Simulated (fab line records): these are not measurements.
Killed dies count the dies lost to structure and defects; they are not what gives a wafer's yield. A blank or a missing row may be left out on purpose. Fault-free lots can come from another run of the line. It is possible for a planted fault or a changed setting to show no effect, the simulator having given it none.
Split-lot trial | flow n5-finfet | 39 wafers read across 7 lots, on a route 1938 steps long

## ABOUT THE SPLIT
At N5_SD_EPI_N_ETCH_45 (etches SiOCN in CH3F/O2, target depth 6 nm), the setting target-depth-a was moved away from the recipe's 60 angstrom on 15 of the 39 wafers read, by -59.2% to +22.6%. This setting was run at the recipe's value on the other wafers.

The reading comes from the split's own step.

## THE READING
etch.depth-nm (the simulator's own value, which no gauge read), in nm, at N5_SD_EPI_N_ETCH_45 (etches SiOCN in CH3F/O2, target depth 6 nm). There is no usual value for it anywhere in the file. Across the 24 wafers here that went through the recipe, the average is 5.948 nm and the standard deviation 0.13 nm.

wafer  | tool, chamber at the split | target-depth-a as run, angstrom | against the recipe | etch.depth-nm, nm | against lot-mates on the recipe
L078.1 | rie-diel-04, 3,1           | 60                              | recipe             | 6.004             | -
L078.2 | rie-diel-04, 3,1           | 60                              | recipe             | 6.004             | -
L078.3 | rie-diel-04, 2             | 39.8                            | -33.7%             | 4.061             | -1.960
L078.4 | rie-diel-04, 0             | 39.8                            | -33.7%             | 3.875             | -2.146
L078.5 | rie-diel-04, 3             | 60                              | recipe             | 6.054             | -
L078.6 | rie-diel-04, 0             | 39.8                            | -33.7%             | 3.844             | -2.177
L079.1 | rie-diel-05, 2             | 60                              | recipe             | 5.942             | -
L079.2 | rie-diel-05, 0             | 46.42                           | -22.6%             | 4.816             | -1.113
L079.3 | rie-diel-05, 1             | 60                              | recipe             | 5.957             | -
L079.4 | rie-diel-05, 0             | 46.42                           | -22.6%             | 4.79              | -1.139
L079.5 | rie-diel-05, 1             | 46.42                           | -22.6%             | 4.583             | -1.346
L079.6 | rie-diel-05, 2             | 60                              | recipe             | 5.889             | -
L084.1 | rie-diel-04, 1             | 24.5                            | -59.2%             | 2.451             | -3.685
L084.2 | rie-diel-04, 3             | 24.5                            | -59.2%             | 2.456             | -3.680
L084.3 | rie-diel-04, 0             | 24.5                            | -59.2%             | 2.377             | -3.759
L084.4 | rie-diel-04, 2             | 60                              | recipe             | 6.175             | -
L084.5 | rie-diel-04, 2             | 60                              | recipe             | 6.21              | -
L084.6 | rie-diel-04, 1             | 60                              | recipe             | 6.024             | -
L088.1 | rie-diel-06, 2             | 73.58                           | +22.6%             | 7.42              | +1.529
L088.2 | rie-diel-06, 0             | 60                              | recipe             | 5.904             | -
L088.3 | rie-diel-06, 3             | 60                              | recipe             | 5.916             | -
L088.4 | rie-diel-06, 3             | 60                              | recipe             | 5.852             | -
L088.5 | rie-diel-06, 0             | 73.58                           | +22.6%             | 7.243             | +1.352
L088.6 | rie-diel-06, 2             | 73.58                           | +22.6%             | 7.365             | +1.474
L091.1 | rie-diel-05, 1             | 60                              | recipe             | 5.903             | -
L091.2 | rie-diel-05, 3             | 60                              | recipe             | 5.746             | -
L091.3 | rie-diel-05, 0             | 60                              | recipe             | 6.051             | -
L091.4 | rie-diel-05, 2             | 60                              | recipe             | 5.744             | -
L091.5 | rie-diel-05, 2             | 60                              | recipe             | 5.822             | -
L091.6 | rie-diel-05, 3             | 60                              | recipe             | 5.778             | -
L095.1 | rie-diel-05, 0             | 60                              | recipe             | 6.178             | -
L095.2 | rie-diel-05, 1             | 60                              | recipe             | 5.895             | -
L095.3 | rie-diel-05, 2             | 60                              | recipe             | 5.86              | -
L095.4 | rie-diel-05, 3             | 36.71                           | -38.8%             | 3.532             | -2.446
L095.5 | rie-diel-05, 0             | 36.71                           | -38.8%             | 3.742             | -2.236
L095.6 | rie-diel-05, 1             | 36.71                           | -38.8%             | 3.633             | -2.345
L097.2 | rie-diel-04, 2             | 60                              | recipe             | 6.087             | -
L097.3 | rie-diel-04, 3             | 60                              | recipe             | 6.011             | -
L097.4 | rie-diel-04, 0             | 60                              | recipe             | 5.742             | -
Where a row lists several chambers, the file gives one row for several wafers and doesn't say which wafer went through which chamber.

FIT RESULTS
A straight line over all 39 wafers: etch.depth-nm changes by +0.0596 nm for each +1% of target-depth-a; r = +1.00; the points scatter about the line by 0.13 nm.
The same after taking each lot's own level away (the mean of its wafers on the recipe; 39 wafers): +0.0619 nm for each +1%; r = +1.00; scatter 0.11 nm.
According to that fit, moving target-depth-a by its largest amount changes the reading by 3.7 nm.
Across the lots, their own levels run from 5.8407 to 6.1363 nm, a range of 2.2 times the standard deviation given above.
The two slopes agree, so the slope changes little with the lot-to-lot level.
Check: -3.63 nm against its lot-mates is what the line predicts for one of the wafers moved furthest among these (-59.2%) when that wafer is left out of the fit. It came out at -3.69 nm against them.

## THESE WAFERS: OTHER SPLITS
Other splits were also applied to these wafers ahead of the reading. Each is held against what the fit with the lots' levels taken away leaves over:
other split on the same wafers        | wafers away from the commonest value | r with etch.depth-nm (lot level and that fit taken away)
N5_FIN_SAQP_HM_DEP_03 target-thk-a    | 9                                    | +0.02
N5_FIN_SAQP_SPACER1_ALD_24 ald-cycles | 18                                   | -0.19

## FILE'S OWN FIT
etch.depth-nm changes by +0.0615 nm for each +1% of target-depth-a, r = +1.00.
